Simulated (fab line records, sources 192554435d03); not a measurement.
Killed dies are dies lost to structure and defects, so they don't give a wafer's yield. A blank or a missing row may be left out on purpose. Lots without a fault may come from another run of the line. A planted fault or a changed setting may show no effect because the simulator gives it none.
One fault seen from 3 desks | flow n5_finfet | each desk has only its own numbers; what lay behind them comes last

THE TOOL OWNER'S DESK: vapor_etch-01
The tool's own readings at N5_FIN_SAQP_RECESS_75 (chemistry HF/NH3, target SiO2, target depth 14.4 nm, afs cycles 3, sublimation time 60 s): means of the sampled wafers that have a number, for each lot that ran on this tool. A lot is out of limits, marked OUT, if its mean lies more than 4 standard deviations from the usual mean; the brackets give that distance.
Columns: A = drypump_motor_current_A at N5_FIN_SAQP_RECESS_75, usual 5.3 A
lot  | first seen here | A
L215 | day 2 17:07     | 5.1
L225 | day 5 05:18     | 5.1
L226 | day 5 11:04     | 5.1
This desk's finding: nothing out of limits on any of the 3 lots.

THE DEFECT DESK
What the inspections along the route counted, lot by lot: means of the sampled wafers that have a number. A lot is out of limits, marked OUT, if its mean lies more than 4 standard deviations from the usual mean; the brackets give that distance.
Columns: A = raw_defect_count at N5_FIN_SAQP_INSPECT_40, usual 228; B = raw_defect_count at N5_FIN_CUT_INSPECT_10, usual 42; C = raw_defect_count at N5_FIN_CUT_INSPECT_17, usual 234
lot  | first seen here | A   | B             | C
L215 | day 2 21:39     | 233 | 38            | 248
L224 | day 5 03:38     | 256 | 46            | 247
L225 | day 5 08:47     | 420 | 286 (+20) OUT | 425
L226 | day 5 14:35     | 436 | 272 (+19) OUT | 452
This desk's finding: out of limits on L225, L226; first on L225, day 5 09:10 (raw_defect_count at N5_FIN_CUT_INSPECT_10). In limits: L215, L224.

THE METROLOGY DESK
What the gauges read, lot by lot, whatever tool the lot ran on: means of the sampled wafers that have a number. A lot is out of limits, marked OUT, if its mean lies more than 4 standard deviations from the usual mean; the brackets give that distance. Of its 10 readings 7 are shown: those that lie furthest out on some lot.
Columns: A = DIBL_N at N5_BEOL_M4_RC_MEAS_101, usual 36.1 mV/V; B = DIBL_P at N5_BEOL_M4_RC_MEAS_101, usual 36.1 mV/V; C = IOFF_N at N5_BEOL_M4_RC_MEAS_101, usual 0.154 nA/um; D = IOFF_P at N5_BEOL_M4_RC_MEAS_101, usual 0.201 nA/um; E = ION_N at N5_BEOL_M4_RC_MEAS_101, usual 675 uA/um; F = SS_N at N5_BEOL_M4_RC_MEAS_101, usual 71.5 mV/dec; G = VT_N at N5_BEOL_M4_RC_MEAS_101, usual 250.0 mV
lot  | first seen here | A    | B    | C     | D     | E   | F    | G
L215 | day 8 21:07     | 37.4 | 36.9 | 0.172 | 0.221 | 685 | 71.3 | 249.2
L225 | day 11 16:17    | 34.3 | 34.0 | 0.140 | 0.175 | 673 | 71.0 | 251.2
L224 | day 11 19:54    | 36.2 | 34.9 | 0.149 | 0.196 | 673 | 70.8 | 251.6
L226 | day 11 21:48    | 37.9 | 36.9 | 0.193 | 0.235 | 685 | 71.6 | 244.5
This desk's finding: nothing out of limits on any of the 4 lots.

PUT TOGETHER
The defect desk could have raised an alarm at day 5 09:10, on L225, L226.
The tool owner's desk saw nothing out of limits.
The metrology desk saw nothing out of limits.
The tool owner's desk has L225, L226 on record, within its limits.
The metrology desk has L225, L226 on record, within its limits.
Of the lots named, all ran N5_FIN_SAQP_RECESS_75 on vapor_etch-01.

WHAT THE SIMULATOR HAD PUT IN
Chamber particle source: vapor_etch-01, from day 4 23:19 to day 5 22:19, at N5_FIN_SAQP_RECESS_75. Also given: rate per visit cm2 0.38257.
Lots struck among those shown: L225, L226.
Hours from the fault's start to each desk's first reading out of limits: the defect desk, 10.
